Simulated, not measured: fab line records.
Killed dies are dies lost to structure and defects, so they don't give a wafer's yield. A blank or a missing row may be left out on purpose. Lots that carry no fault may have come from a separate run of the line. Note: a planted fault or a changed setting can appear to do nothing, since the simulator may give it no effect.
A lot that was struck, set against a sound lot -- flow n5-finfet -- 12 out of 1938 route steps
Sound: wafers L991.1, L991.2, L991.4. Struck: wafers L107.2, L107.4, L107.6. Last of all comes the cause.
Each step with rows lists, per side, the tool, then ch with its chambers, then its first start. Under that, the readings that differ: sound wafers -- struck wafers -- difference of the means -- sigmas: that difference in standard deviations of wafers without a fault.
alike: readings whose means differ by less than 2 such deviations, and words and numbers that are the same on both sides. not compared: withheld readings, readings that some wafer has no value for, bounds like >300 that may hide the same value, and numbers for which the record gives no deviation and whose values overlap.
The two part at a step that has a row with sigmas, a row that says differs or no value, or rows on one side only. Non-overlapping numbers with no deviation appear without sigmas and do not part them. A reading missing from all wafers of one side parts the sides only when that side holds two or more wafers.

N5_START_INSPECT_01: inspects for defects (unpatterned scan).
  sound on defect-inspect-01 at day 2 06:02; struck on defect-inspect-01 at day 6 06:02
reading,sound,struck,difference,sigmas
raw-defect-count,4 2 4,6 9 9,+5,+2
then, 2 steps without rows for these wafers: N5_ZERO_LAYER_PRECLEAN_00 (cleans in SPM, time 600 s); N5_ZERO_LAYER_SRD_01 (time 30 s, dry time 30 s).
N5_ZERO_LAYER_PECVD_02: deposits SiO2 from SiH4/N2O, target thk 10 nm, time 6 s.
  sound on pecvd-02 ch 0,1, day 2 06:17; struck on pecvd-01 ch 0,1,2, day 6 06:17
  alike: chamber-pressure-Torr, heater-power-w, showerhead-plenum-p-Torr
then, 4 steps without rows for these wafers: N5_ZERO_LAYER_HMDS_04 (time 60 s); N5_ZERO_LAYER_COAT_05 (resist thk 1000 nm); N5_ZERO_LAYER_EBR_07; N5_ZERO_LAYER_SOFTBAKE_06 (time 90 s).
N5_ZERO_LAYER_EXPOSE_08: exposes mask ZERO, defocus 0 nm, target cd 2000 nm.
  sound on krf-scanner-02 ch 0, day 2 06:28; struck on krf-scanner-01 ch 0, day 6 06:28
reading,sound,struck,difference,sigmas
exposure-dose-mJ-cm2,16.202 16.203 16.187,16.526 16.527 16.540,+0.334,+20
  alike: mask, stage-vel-mm-s
then, 1 step without rows for these wafers: N5_ZERO_LAYER_PEB_09.
-- the record jumps here: 7 days lie between the struck wafers' starts before and after (it left off in module ZERO_LAYER and takes up again in module BEOL_M4, whose first step shown is number 1111 of the route) --
N5_BEOL_M4_RC_MEAS_101:
  sound on prober-01 ch 0, day 8 23:10; struck on prober-01 ch 0, day 13 08:54
  alike: DIBL_N, DIBL_P, IOFF_N, IOFF_P, ION_N, ION_P, SS_N, SS_P, VT_N, VT_P
N5_PASSIVATION_PROBE_49:
  the record has rows for the sound wafers here (prober-01, day 13 06:46) and none for the struck ones

WHERE THEY PART
Last at N5_PASSIVATION_PROBE_49 as far as this record goes, first at N5_START_INSPECT_01.

WHY: what had been put in by the simulator
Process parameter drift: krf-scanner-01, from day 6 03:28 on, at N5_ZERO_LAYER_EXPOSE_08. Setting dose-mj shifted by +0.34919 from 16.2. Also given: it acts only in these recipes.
